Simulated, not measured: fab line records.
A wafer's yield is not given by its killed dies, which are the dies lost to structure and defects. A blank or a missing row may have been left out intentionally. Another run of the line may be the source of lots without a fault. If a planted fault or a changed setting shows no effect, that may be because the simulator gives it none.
A lot that was struck, set against a sound lot ; flow nand harc ; 39 out of 1159 route steps
Sound: wafers L389.1, L389.2, L389.4. Struck: wafer L407.5. (L407.2, L407.6 of the same lot were not struck and are left out.) The cause comes at the end.
At each step with rows: each side's tool, then ch and its chambers, then its first start. Under that, the readings that differ: sound wafers ; struck wafers ; difference of the means ; sigmas: that difference in standard deviations of wafers without a fault.
alike: same words and numbers on both sides, and readings whose means sit less than 2 such deviations apart. not compared: any withheld reading, any reading some wafer has no value for, any bound like >300 that may hide the same value, and any number with overlapping values for which the record gives no deviation.
The two part at a step that has a row with sigmas, a row that says differs or no value, or rows on one side only. Numbers that don't overlap but have no deviation are shown without sigmas and don't part them. A reading that every wafer of one side lacks parts them only if that side has two wafers or more.

first, 6 steps without rows for these wafers: NHARC_A_STAIRCASE_ETCH_190 (etches the open film in C4F8/O2, target depth 100 nm, time 40.5 s); NHARC_A_STAIRCASE_TRIM_191 (chemistry O2, time 211.2 s); NHARC_A_STAIRCASE_ETCH_192 (etches the open film in C4F8/O2, target depth 100 nm, time 40.5 s); NHARC_A_STAIRCASE_TRIM_193 (chemistry O2, time 211.2 s); NHARC_A_STAIRCASE_ETCH_194 (etches the open film in C4F8/O2, target depth 100 nm, time 40.5 s); NHARC_A_STAIRCASE_TRIM_196 (chemistry O2, time 211.2 s).
NHARC_A_STAIRCASE_ETCH_197: etches the open film in C4F8/O2, target depth 100 nm, time 40.5 s.
  sound: rie diel-05 ch 0,2,3; struck: rie diel-10 ch 1
reading;sound;struck;difference;sigmas
rf vpp V (V);893 898 886;905;+13;+2
  alike: oes product au
  not compared: rf hours counter h
then, 1 step without rows for these wafers: NHARC_A_STAIRCASE_TRIM_198 (chemistry O2, time 211.2 s).
NHARC_A_STAIRCASE_ETCH_199: etches the open film in C4F8/O2, target depth 100 nm, time 40.5 s.
  sound: rie diel-05 ch 1,2,3; struck: rie diel-10 ch 3
  alike: oes product au, rf vpp V
  not compared: rf hours counter h
then, 2 steps without rows for these wafers: NHARC_A_STAIRCASE_TRIM_200 (chemistry O2, time 211.2 s); NHARC_A_STAIRCASE_ETCH_201 (etches the open film in C4F8/O2, target depth 100 nm, time 40.5 s).
NHARC_A_STAIRCASE_TRIM_202: chemistry O2, time 211.2 s.
  sound on rie diel-05 ch 0,1,3, day 10 12:02; struck on rie diel-10 ch 2, day 15 14:22
reading;sound;struck;difference;sigmas
rf vpp V (V);57.2 56.3 57.4;58.9;+1.9;+2
  alike: drypump motor current A, oes product au, showerhead plenum p Torr, throttle valve pct
  not compared: rf hours counter h
then, 14 steps without rows for these wafers: NHARC_A_STAIRCASE_ETCH_203 (etches the open film in C4F8/O2, target depth 100 nm, time 40.5 s); NHARC_A_STAIRCASE_STRIP_205 (strips in O2); NHARC_A_STAIRCASE_STRIP_206 (strips in SPM, time 900 s); NHARC_A_STAIRCASE_PRECLEAN_207 (cleans in SC1); NHARC_A_STAIRCASE_SRD_208; NHARC_A_STAIRCASE_DEHYDRATE_209 (time 120 s); NHARC_A_STAIRCASE_HMDS_210 (time 30 s); NHARC_A_STAIRCASE_COAT_211; NHARC_A_STAIRCASE_SOFTBAKE_212 (time 170 s); NHARC_A_STAIRCASE_EBR_213; NHARC_A_STAIRCASE_EXPOSE_214 (exposes mask STAIR 3); NHARC_A_STAIRCASE_PEB_215 (peb time 130 s); NHARC_A_STAIRCASE_DEVELOP_216 (time 140 s); NHARC_A_STAIRCASE_HARDBAKE_218 (time 140 s).
NHARC_A_STAIRCASE_DESCUM_219: chemistry O2, time 3 s.
  sound on rie diel-10 ch 1,2,3, day 10 13:53; struck on rie diel-05 ch 1, day 15 16:14
  alike: drypump motor current A, oes product au, rf vpp V, showerhead plenum p Torr, throttle valve pct
  not compared: rf hours counter h
NHARC_A_STAIRCASE_TRIM_220: chemistry O2, time 211.2 s.
  sound on rie diel-10 ch 0,1,3, day 10 13:58; struck on rie diel-05 ch 0, day 15 16:20
  alike: drypump motor current A, oes product au, rf vpp V, showerhead plenum p Torr, throttle valve pct
  not compared: rf hours counter h
then, 6 steps without rows for these wafers: NHARC_A_STAIRCASE_ETCH_221 (etches the open film in C4F8/O2, target depth 100 nm, time 40.5 s); NHARC_A_STAIRCASE_TRIM_222 (chemistry O2, time 211.2 s); NHARC_A_STAIRCASE_ETCH_223 (etches the open film in C4F8/O2, target depth 100 nm, time 40.5 s); NHARC_A_STAIRCASE_TRIM_224 (chemistry O2, time 211.2 s); NHARC_A_STAIRCASE_ETCH_225 (etches the open film in C4F8/O2, target depth 100 nm, time 40.5 s); NHARC_A_STAIRCASE_TRIM_226 (chemistry O2, time 211.2 s).
NHARC_A_STAIRCASE_ETCH_227: etches the open film in C4F8/O2, target depth 100 nm, time 40.5 s.
  sound: rie diel-10 ch 0,2,3; struck: rie diel-05 ch 3
  alike: oes product au, rf vpp V
  not compared: rf hours counter h
then, 3 steps without rows for these wafers: NHARC_A_STAIRCASE_TRIM_229 (chemistry O2, time 211.2 s); NHARC_A_STAIRCASE_ETCH_230 (etches the open film in C4F8/O2, target depth 100 nm, time 40.5 s); NHARC_A_STAIRCASE_TRIM_231 (chemistry O2, time 211.2 s).
-- jump in the record: it breaks off in module A_STAIRCASE and resumes in module END (first step shown: number 1159 of the route), and 9 days separate the struck wafers' starts before and after --
NHARC_END_SORT_01:
  here the record holds rows for the struck wafers (prober-01 ch 0, day 24 10:52) but none for the sound ones

== WHERE THEY PART ==
At NHARC_A_STAIRCASE_ETCH_197 first; at NHARC_END_SORT_01 last (within this record only).

WHY: whatever the simulator had introduced
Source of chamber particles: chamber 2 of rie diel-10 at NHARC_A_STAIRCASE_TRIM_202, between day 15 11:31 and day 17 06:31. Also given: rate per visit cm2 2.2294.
